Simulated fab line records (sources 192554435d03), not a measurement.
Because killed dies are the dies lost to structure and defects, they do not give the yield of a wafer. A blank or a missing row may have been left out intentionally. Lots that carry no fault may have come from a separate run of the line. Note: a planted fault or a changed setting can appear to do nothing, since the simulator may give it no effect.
Chamber matching	flow n5-finfet	rie-si-02 running N5_BEOL_M0_SAQP_MANDREL_ETCH_20: 4 sister chambers
The step etches a-Si in HBr/Cl2, stops on SiNx, target depth 60 nm, bt time 10 s, time 30 s. 18 wafers are shown with their chamber, then 9 later ones without.

== WAFERS, EACH WITH ITS CHAMBER ==
wafer	chamber	throttle-valve-pct (%)	drypump-motor-current-A (A)	oes-product-au (a.u.)
L074.1	0	35.5	6.4	0.747
L074.3	2	35.2	6.0	0.754
L074.5	3	35.2	5.5	0.787
L075.2	2	35.2	6.0	0.744
L075.3	3	35.2	5.5	0.779
L075.4	0	35.5	6.3	0.748
L079.1	2	35.2	5.9	0.748
L079.4	2	35.2	6.0	0.761
L079.6	1	35.5	6.1	0.772
L080.1	1	35.5	6.2	0.745
L080.2	3	35.2	5.6	0.792
L080.3	2	35.2	6.0	0.744
L082.2	3	35.2	5.5	0.785
L082.4	1	35.5	6.1	0.767
L082.6	2	35.2	6.0	0.768
L088.1	3	35.2	5.5	0.779
L088.2	0	35.7	6.3	0.743
L088.3	1	35.5	6.1	0.761

SIGNATURES, as means of the wafers listed above
reading	chamber 0	chamber 1	chamber 2	chamber 3	scatter within a chamber
throttle-valve-pct	35.567	35.500	35.200	35.200	0.0436
drypump-motor-current-A	6.333	6.125	5.983	5.520	0.0467
oes-product-au	0.74600	0.76125	0.75317	0.78440	0.00856
Rule: for each reading, subtract the chamber's mean from the wafer's reading, divide by that reading's scatter and square the result; add these up over the readings and take the root, which gives the wafer's distance from the chamber. The wafer belongs to the nearest chamber; if the next one is less than 2 further off, it can't be placed. The scatter is the square root of a quotient: the sum, over the shown wafers, of each reading's squared deviation from its chamber's mean, divided by wafers minus chambers.

== WAFERS WITHOUT THEIR CHAMBER ==
wafer	throttle-valve-pct (%)	drypump-motor-current-A (A)	oes-product-au (a.u.)
L088.4	35.0	6.0	0.763
L088.5	35.5	6.1	0.764
L088.6	35.7	6.4	0.756
L090.3	35.7	6.3	0.756
L090.4	35.0	6.0	0.759
L090.5	35.0	6.0	0.761
L093.2	35.7	6.4	0.749
L093.4	35.0	6.0	0.757
L093.6	35.5	6.1	0.760

== EACH ONE'S CHAMBER ==
wafer	from the rows above	in truth
L088.4	2	2
L088.5	1	1
L088.6	0	0
L090.3	0	0
L090.4	2	2
L090.5	2	2
L093.2	0	0
L093.4	2	2
L093.6	1	1
Correctly placed: 9 of 9. Left unplaced by these rows: 0. Number placed wrongly: 0.
